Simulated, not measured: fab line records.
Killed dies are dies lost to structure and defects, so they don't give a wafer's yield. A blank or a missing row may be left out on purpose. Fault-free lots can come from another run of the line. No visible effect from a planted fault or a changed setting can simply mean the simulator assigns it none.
A sampling plan put to the test    flow nand_harc    one fab line, 20 faults that these records tell of, each judged on the records of the lots that it struck; 1 more is left out, because the records don't allow judging it
The plan is the line's own looks: the steps of the route at which a gauge or an inspection reads the wafer and doesn't change it. Where struck wafers have a number at a look and the file lists that look's usual mean and standard deviation on fault-free wafers, the look can be judged. Caught: the struck wafers' mean, at a look after the fault's first step, is 4 or more of those standard deviations (sigma) away from the usual mean. On the tool: the fault's steps, tested the same way using the tool's own readings. It also counts as caught if the struck wafers ran another recipe or if their record alone is blank.

== THE FAULTS, as the simulator had put them in ==
1. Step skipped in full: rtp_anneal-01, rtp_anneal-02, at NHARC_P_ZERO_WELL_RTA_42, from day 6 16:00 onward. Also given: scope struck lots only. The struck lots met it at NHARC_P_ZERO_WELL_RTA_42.
2. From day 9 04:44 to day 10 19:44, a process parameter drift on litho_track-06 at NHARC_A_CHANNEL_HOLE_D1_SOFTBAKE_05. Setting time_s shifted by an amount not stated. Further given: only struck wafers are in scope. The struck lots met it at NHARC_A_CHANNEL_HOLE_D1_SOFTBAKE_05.
3. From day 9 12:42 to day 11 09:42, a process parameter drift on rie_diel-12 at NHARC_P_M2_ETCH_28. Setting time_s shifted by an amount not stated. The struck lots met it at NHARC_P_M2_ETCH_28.
4. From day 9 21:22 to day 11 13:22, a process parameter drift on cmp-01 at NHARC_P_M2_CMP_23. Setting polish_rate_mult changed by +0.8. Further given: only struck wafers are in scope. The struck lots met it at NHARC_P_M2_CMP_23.
5. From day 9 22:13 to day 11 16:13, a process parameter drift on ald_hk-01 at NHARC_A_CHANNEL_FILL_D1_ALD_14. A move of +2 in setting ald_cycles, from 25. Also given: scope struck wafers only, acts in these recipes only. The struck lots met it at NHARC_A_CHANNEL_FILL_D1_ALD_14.
6. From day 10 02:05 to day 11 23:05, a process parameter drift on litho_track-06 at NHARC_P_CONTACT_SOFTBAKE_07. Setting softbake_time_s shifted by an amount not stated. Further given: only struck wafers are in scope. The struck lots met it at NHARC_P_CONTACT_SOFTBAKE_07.
7. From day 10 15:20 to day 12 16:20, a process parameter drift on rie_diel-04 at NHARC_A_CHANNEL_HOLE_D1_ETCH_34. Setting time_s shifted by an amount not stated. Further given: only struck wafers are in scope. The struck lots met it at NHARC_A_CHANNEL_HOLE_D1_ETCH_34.
8. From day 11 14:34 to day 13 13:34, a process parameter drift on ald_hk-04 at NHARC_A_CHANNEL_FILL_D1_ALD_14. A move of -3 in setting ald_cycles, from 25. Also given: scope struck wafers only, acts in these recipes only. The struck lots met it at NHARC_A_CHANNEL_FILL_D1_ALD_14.
9. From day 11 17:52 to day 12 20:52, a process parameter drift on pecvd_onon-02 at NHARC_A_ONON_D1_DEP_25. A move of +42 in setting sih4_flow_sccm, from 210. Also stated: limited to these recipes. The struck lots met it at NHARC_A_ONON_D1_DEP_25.
10. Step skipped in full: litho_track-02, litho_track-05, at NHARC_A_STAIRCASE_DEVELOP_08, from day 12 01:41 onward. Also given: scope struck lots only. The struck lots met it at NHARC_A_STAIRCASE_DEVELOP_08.
11. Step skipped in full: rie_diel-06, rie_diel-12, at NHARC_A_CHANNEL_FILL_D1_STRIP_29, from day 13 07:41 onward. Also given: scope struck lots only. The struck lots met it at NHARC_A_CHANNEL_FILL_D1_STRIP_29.
12. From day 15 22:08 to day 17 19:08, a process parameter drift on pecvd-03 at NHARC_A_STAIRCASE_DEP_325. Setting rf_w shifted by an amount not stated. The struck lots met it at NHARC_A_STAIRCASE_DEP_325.
13. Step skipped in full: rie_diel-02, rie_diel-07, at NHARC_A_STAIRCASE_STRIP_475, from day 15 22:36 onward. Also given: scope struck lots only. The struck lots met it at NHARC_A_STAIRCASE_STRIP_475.
14. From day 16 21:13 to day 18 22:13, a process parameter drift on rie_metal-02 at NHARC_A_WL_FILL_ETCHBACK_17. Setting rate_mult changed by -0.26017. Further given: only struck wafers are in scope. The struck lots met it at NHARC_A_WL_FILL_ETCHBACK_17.
15. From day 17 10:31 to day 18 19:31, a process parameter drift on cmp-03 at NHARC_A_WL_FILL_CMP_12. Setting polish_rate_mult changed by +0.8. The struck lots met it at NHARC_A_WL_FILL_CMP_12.
16. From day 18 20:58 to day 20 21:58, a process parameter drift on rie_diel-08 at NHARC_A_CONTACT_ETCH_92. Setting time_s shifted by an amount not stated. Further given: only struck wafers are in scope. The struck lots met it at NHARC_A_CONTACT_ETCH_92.
17. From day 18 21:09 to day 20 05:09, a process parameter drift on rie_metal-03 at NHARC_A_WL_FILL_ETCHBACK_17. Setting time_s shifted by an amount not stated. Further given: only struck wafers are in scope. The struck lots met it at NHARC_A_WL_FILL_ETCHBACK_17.
18. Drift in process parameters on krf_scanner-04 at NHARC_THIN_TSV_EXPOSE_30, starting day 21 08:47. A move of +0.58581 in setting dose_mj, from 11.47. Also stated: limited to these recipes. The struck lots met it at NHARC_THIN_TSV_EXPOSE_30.
19. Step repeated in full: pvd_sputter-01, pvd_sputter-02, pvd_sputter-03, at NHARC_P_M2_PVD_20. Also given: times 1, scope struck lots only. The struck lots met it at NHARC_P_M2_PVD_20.
20. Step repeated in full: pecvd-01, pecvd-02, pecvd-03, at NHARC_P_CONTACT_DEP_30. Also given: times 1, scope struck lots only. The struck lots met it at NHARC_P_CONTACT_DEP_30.

== WHAT THE PLAN SAW ==
fault  on the tool itself                                first look that catches it                    reading, sigma  median hours from its first step to that look  hours from the fault's start to the first struck lot there  judged looks passed uncaught
1      the tool's record is blank for the struck wafers  no look after it can be judged                -               -                                              -                                                           0
2      heater_power_total_W +99 or beyond sigma          no look after it can be judged                -               -                                              -                                                           0
3      run_length_s +9.3 sigma                           not the one look that can be judged after it  -               -                                              -                                                           1
4      time_to_endpoint_s -5.6 sigma                     NHARC_P_M2_THK_MEAS_24                        thk_nm -4.2     0.3                                            9                                                           0
5      under 2 sigma                                     no look after it can be judged                -               -                                              -                                                           0
6      heater_power_total_W +99 or beyond sigma          no look after it can be judged                -               -                                              -                                                           0
7      run_length_s -13 sigma                            not the one look that can be judged after it  -               -                                              -                                                           1
8      under 2 sigma                                     no look after it can be judged                -               -                                              -                                                           0
9      sih4_flow_sccm +64 sigma                          no look after it can be judged                -               -                                              -                                                           0
10     the tool's record is blank for the struck wafers  no look after it can be judged                -               -                                              -                                                           0
11     the tool's record is blank for the struck wafers  not the one look that can be judged after it  -               -                                              -                                                           1
12     rf_fwd_power_W +40 sigma                          not the one look that can be judged after it  -               -                                              -                                                           1
13     the tool's record is blank for the struck wafers  not the one look that can be judged after it  -               -                                              -                                                           1
14     oes_product_au -22 sigma                          not the one look that can be judged after it  -               -                                              -                                                           1
15     time_to_endpoint_s -4.3 sigma                     not the one look that can be judged after it  -               -                                              -                                                           1
16     run_length_s -63 sigma                            not the one look that can be judged after it  -               -                                              -                                                           1
17     run_length_s -18 sigma                            no look after it can be judged                -               -                                              -                                                           0
18     exposure_dose_mJ_cm2 +52 sigma                    no look after it can be judged                -               -                                              -                                                           0
19     under 2 sigma                                     not the one look that can be judged after it  -               -                                              -                                                           1
20     under 2 sigma                                     not the one look that can be judged after it  -               -                                              -                                                           1
A dash: the fault isn't caught, or these records don't give the number.

Caught at a look: 1 of 20. Caught on the tool: 16 of 20. By one or the other: 16 of 20.
Caught on the tool alone: faults 1, 2, 3, 6, 7, 9, 10, 11, 12, 13, 14, 15, 16, 17, 18.
Caught by neither: faults 5, 8, 19, 20.

== THINNER SAMPLING ==
If the look that catches a fault measured only every second or every third lot, by lot number, the first struck lot would be measured this late in the worst case:
fault  struck lots at that look, in order of time  every lot  every second lot  every third lot
4      L780                                        9 h        may miss it       may miss it
Hours: fault start to first struck lot measured. 4 sigma limit: tested on the pooled struck wafers, so a lone lot may be under it. Other struck lots may not be in these records.

== THE LONGEST TIMED WAY FROM STEP TO LOOK ==
For fault 4, NHARC_P_M2_CMP_23 and NHARC_P_M2_THK_MEAS_24 are separated by a median of 0.3 hours. No look between them can be judged.
